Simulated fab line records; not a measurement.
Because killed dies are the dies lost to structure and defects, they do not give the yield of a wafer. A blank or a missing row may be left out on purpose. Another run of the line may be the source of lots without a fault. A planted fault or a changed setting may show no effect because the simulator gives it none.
Struck lot and sound lot, side by side	flow nand_harc	15 steps out of a route of 1302
Sound: the wafers L319.1, L319.4, L319.6. Wafers L322.2, L322.5, L322.6 were the ones struck. Last of all comes the cause.
At each step with rows: each side's tool, then ch and its chambers, then its first start. Under that, the readings that differ: sound wafers	struck wafers	difference of the means	sigmas: that difference in standard deviations of wafers without a fault.
alike: same words and numbers on both sides, and readings whose means sit less than 2 such deviations apart. not compared: any withheld reading, any reading some wafer has no value for, any bound like >300 that may hide the same value, and any number with overlapping values for which the record gives no deviation.
The two part at a step that has a row with sigmas, a row that says differs or no value, or rows on one side only. Numbers that don't overlap but have no deviation are shown without sigmas and don't part them. A reading missing from all wafers of one side parts the sides only when that side holds two or more wafers.

first, 3 steps without rows for these wafers: NHARC_A_M0_DESCUM_14 (chemistry O2, time 3 s); NHARC_A_M0_ETCH_34 (etches the open film in N2/H2, target depth 40 nm, overetch 12 nm, time 43.94 s); NHARC_A_M0_ETCH_15 (etches the open film in C4F8/Ar, target depth 150 nm, overetch 15 nm, time 82.5 s).
NHARC_A_M0_CD_MEAS_16:
  struck on cd_sem-01, day 24 11:23; sound on cd_sem-01, day 23 01:50
  alike: cd_nm
NHARC_A_M0_STRIP_18: strips in N2/H2.
  sound on rie_diel-13 ch 1,2,3, day 23 01:57; struck on rie_diel-04 ch 0,2,3, day 24 11:27
  alike: drypump_motor_current_A, oes_product_au, rf_vpp_V, showerhead_plenum_p_Torr, throttle_valve_pct
  not compared: rf_hours_counter_h
then, 1 step without rows for these wafers: NHARC_A_M0_STRIP_19 (strips in post etch residue remover, time 600 s).
NHARC_A_M0_DEGAS_28: time 60 s.
  struck on pvd_sputter-01, day 24 12:03; sound on pvd_sputter-01, day 23 02:29
  alike: heater_power_w
NHARC_A_M0_PRE_CLEAN_29: time 30 s.
  sound on pvd_sputter-01; struck on pvd_sputter-01
  alike: heater_power_w
NHARC_A_M0_PVD_20: deposits TaN, target thk 5 nm, time 8.06 s.
  sound on pvd_sputter-01; struck on pvd_sputter-01
  alike: throttle_valve_pct
NHARC_A_M0_PVD_21: deposits Cu, target thk 30 nm, time 20.49 s.
  sound on pvd_sputter-01; struck on pvd_sputter-01
  alike: throttle_valve_pct
then, 2 steps without rows for these wafers: NHARC_A_M0_ECD_22 (material Cu, target thk 400 nm); NHARC_A_M0_ANNEAL_30 (time 90 s).
NHARC_A_M0_CMP_23: polishes, t overpolish 20 s, target thk 113.75 nm.
  sound on cmp-02 ch 0,1,3, day 23 03:36; struck on cmp-02 ch 0,1,2, day 24 13:13
  no value came back on the struck wafers for edge_zone_pressure_frac, motor_current_A (A), slurry_filter_dp_kPa (kPa), time_to_endpoint_s (s); on the sound wafers edge_zone_pressure_frac reads 1.000 1.001 0.998
NHARC_A_M0_THK_MEAS_24: measures by xrf.
  struck on film_metro-02, day 24 13:27; sound on film_metro-02, day 23 03:55
reading	sound	struck	difference	sigmas
thk_nm (nm)	113.3 115.6 114.1	394.4 399.4 396.7	+282.5	+99 or more
after that, 1 step had no rows for these wafers: NHARC_A_M0_SRD_25.

## WHERE THEY PART
At NHARC_A_M0_CMP_23 first; at NHARC_A_M0_THK_MEAS_24 last (within this record only).

WHY: the cause the simulator had injected
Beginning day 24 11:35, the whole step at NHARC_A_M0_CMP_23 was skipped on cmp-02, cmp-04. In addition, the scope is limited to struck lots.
